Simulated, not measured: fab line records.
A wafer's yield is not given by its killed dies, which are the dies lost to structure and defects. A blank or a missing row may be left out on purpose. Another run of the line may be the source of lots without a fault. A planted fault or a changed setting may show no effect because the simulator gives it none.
A struck lot beside a sound one | flow n5-finfet | 37 steps out of a route of 1938
Sound: the wafers L608.1, L608.5, L608.6. Struck: wafer L602.3. (L602.2, L602.4 of the same lot were not struck and are left out.) The cause comes at the end.
For every step that has rows: the tool of each side, followed by ch and its chambers, followed by its first start. Under that, the readings that differ: sound wafers | struck wafers | difference of the means | sigmas: that difference in standard deviations of wafers without a fault.
alike: a reading whose means differ by less than 2 such deviations, as well as words and numbers matching on both sides. not compared: withheld readings; readings where some wafer has no value; bounds like >300 that might hide an equal value; numbers whose values overlap and for which the record gives no deviation.
The two part at a step that has a row with sigmas, a row that says differs or no value, or rows on one side only. Numbers that don't overlap but have no deviation are shown without sigmas and don't part them. A reading missing from all wafers of one side parts the sides only when that side holds two or more wafers.

first, 9 steps without rows for these wafers: N5_BEOL_M11_ALD_74 (deposits TaN, target thk 2 nm, pulse time 2 s, purge time 3 s); N5_BEOL_M11_SURFACE_TREAT_76; N5_BEOL_M11_CVD_75 (deposits Co from CCTBA/H2, target thk 2 nm, time 138.9 s); N5_BEOL_M11_SPUTTER_48 (material Cu, target thk 12 nm, time 2 s); N5_BEOL_M11_ECD_50 (material Cu, target thk 318 nm); N5_BEOL_M11_ANNEAL_51 (time 90 s); N5_BEOL_M11_CMP_52 (polishes, stops on SiCOH lowk, t overpolish 7 s, target thk 140 nm); N5_BEOL_M11_PRE_CLEAN_55 (time 15 s); N5_BEOL_M11_DEP_56 (deposits SiCN from 3MS/NH3, target thk 30 nm, time 10.5 s).
N5_BEOL_M12_ILD_DEP_00: deposits SiOC from DEMS/O2, target thk 658.92 nm, time 130.7 s.
  sound on pecvd-04 ch 0,1, day 13 09:13; struck on pecvd-02 ch 0, day 12 02:32
  alike: heater-power-w, showerhead-plenum-p-Torr, throttle-valve-pct
N5_BEOL_M12_THK_MEAS_01:
  struck on film-metro-02, day 12 02:40; sound on film-metro-02, day 13 09:21
  reading          | sound       | struck | difference | sigmas
  M12_ILD_THK (nm) | 654 667 669 | 578    | -85        | -11
then, 24 steps without rows for these wafers: N5_BEOL_M12_COAT_58 (time 60 s, resist thk 89 nm); N5_BEOL_M12_COAT_04 (resist thk 400 nm); N5_BEOL_M12_EBR_06; N5_BEOL_M12_SOFTBAKE_05 (time 60 s); N5_BEOL_M12_EXPOSE_07 (exposes mask V11); N5_BEOL_M12_PEB_08 (peb time 90 s); N5_BEOL_M12_DEVELOP_09 (develop time 45 s); N5_BEOL_M12_HARDBAKE_14 (time 120 s); N5_BEOL_M12_DESCUM_15 (chemistry O2, time 7.9 s); N5_BEOL_M12_ETCH_59 (etches BARC in N2/H2, target depth 89 nm, overetch 26.7 nm, time 67.9 s); N5_BEOL_M12_VIA_ETCH_16 (etches SiOC in C4F8/O2/Ar, target depth 724.8 nm); N5_BEOL_M12_STRIP_63 (strips in N2/H2); N5_BEOL_M12_STRIP_64 (strips in N2/H2); N5_BEOL_M12_STRIP_71 (strips in post etch residue remover, time 60 s); N5_BEOL_M12_SRD_72 (time 30 s, dry time 30 s); N5_BEOL_M12_COAT_65 (time 60 s, resist thk 300 nm); N5_BEOL_M12_COAT_66 (time 60 s, resist thk 110 nm); N5_BEOL_M12_COAT_22 (resist thk 300 nm); N5_BEOL_M12_EBR_24; N5_BEOL_M12_SOFTBAKE_23 (time 60 s); N5_BEOL_M12_EXPOSE_25 (exposes mask M12); N5_BEOL_M12_PEB_26 (peb time 90 s); N5_BEOL_M12_DEVELOP_27 (develop time 45 s); N5_BEOL_M12_HARDBAKE_32 (time 120 s).
N5_BEOL_M12_OCD_MEAS_35:
  struck on ocd-01, day 12 04:37; sound on ocd-01, day 13 11:29
  reading              | sound       | struck | difference | sigmas
  trench-depth-nm (nm) | 317 316 327 | 311    | -9         | -2
N5_PASSIVATION_PROBE_49:
  the record has rows for the struck wafers here (prober-02, day 13 13:08) and none for the sound ones

WHERE THEY PART
At N5_BEOL_M12_THK_MEAS_01 first; at N5_PASSIVATION_PROBE_49 last (within this record only).

WHY: the cause the simulator had injected
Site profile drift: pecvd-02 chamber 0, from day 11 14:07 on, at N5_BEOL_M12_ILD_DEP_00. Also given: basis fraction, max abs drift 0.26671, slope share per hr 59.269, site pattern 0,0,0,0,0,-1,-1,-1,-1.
